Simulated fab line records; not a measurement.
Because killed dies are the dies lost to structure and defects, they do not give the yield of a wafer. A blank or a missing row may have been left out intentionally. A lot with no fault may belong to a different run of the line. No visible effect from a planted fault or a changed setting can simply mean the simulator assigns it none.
Which of the tools did it?	flow n5_finfet	12 lots with 36 wafers sampled at 2 steps, on a route of 1938 steps

WHAT EACH GAUGE READ, for each wafer
N5_DUMMY_GATE_OVL_MEAS_16.
lot	measured	on	GATE_OVL (nm)
L075	day 3 02:31	overlay-02	-0.5 -0.1 0.7
L077	day 3 14:57	overlay-02	1.0 0.2 -0.4
L079	day 4 03:25	overlay-02	0.1 -0.9 -0.4
L081	day 4 15:46	overlay-02	1.2 0.5 -0.3
L083	day 5 05:37	overlay-02	-0.7 -0.1 0.8
L085	day 5 19:44	overlay-01	-0.2 -0.3 -0.4
L087	day 6 04:28	overlay-01	0.6 0.1 0.6
L089	day 6 17:41	overlay-02	0.3 -0.5 -1.4
L091	day 7 08:37	overlay-01	-1.4 -0.6 -1.3
L093	day 7 20:13	overlay-02	-0.1 0.9 -0.4
L095	day 8 04:32	overlay-02	0.4 0.7 -1.0
L097	day 8 17:53	overlay-01	0.5 1.1 0.8

TOOL THAT RAN EACH LOT (tool first, then ch and the chambers of the sampled wafers, then the start)
lot	N5_STI_FIN_REVEAL_OXIDATION_33
L075	plasma_asher-01 ch 0,1, day 2 17:36
L077	plasma_asher-02 ch 0,1, day 3 06:01
L079	plasma_asher-02 ch 0,1, day 3 18:35
L081	plasma_asher-02 ch 0,1, day 4 06:49
L083	plasma_asher-02 ch 0,1, day 4 20:14
L085	plasma_asher-02 ch 0,1, day 5 10:22
L087	plasma_asher-01 ch 0,1, day 5 19:40
L089	plasma_asher-02 ch 0,1, day 6 07:04
L091	plasma_asher-02 ch 0, day 6 19:55
L093	plasma_asher-01 ch 0,1, day 7 06:01
L095	plasma_asher-01 ch 0,1, day 7 19:33
L097	plasma_asher-01 ch 0,1, day 8 07:05
- N5_STI_FIN_REVEAL_OXIDATION_33: chemistry O2 PLASMA REMOTE, time 20 s.

THE ANSWER, worked out from the rows above alone
Rule: what is usual is taken from the lots themselves. Put in order of their means at a reading, lots are off if they are a third of the lots or fewer, leave a main group of 4 or more, and stand apart from it by a gap of 3 or more times the standard deviation of the main group's means; of several such gaps the widest counts. A main group whose means are all the same, to the digits that the tables above print for the reading, isn't used. A lot without any number at a reading at which 4 lots or more have one is off too. Where the step has rows for the other lots, those lots are counted as sound.
None of the lots is off at any reading shown; this tells nothing.

WHAT THE SIMULATOR HAD PUT IN
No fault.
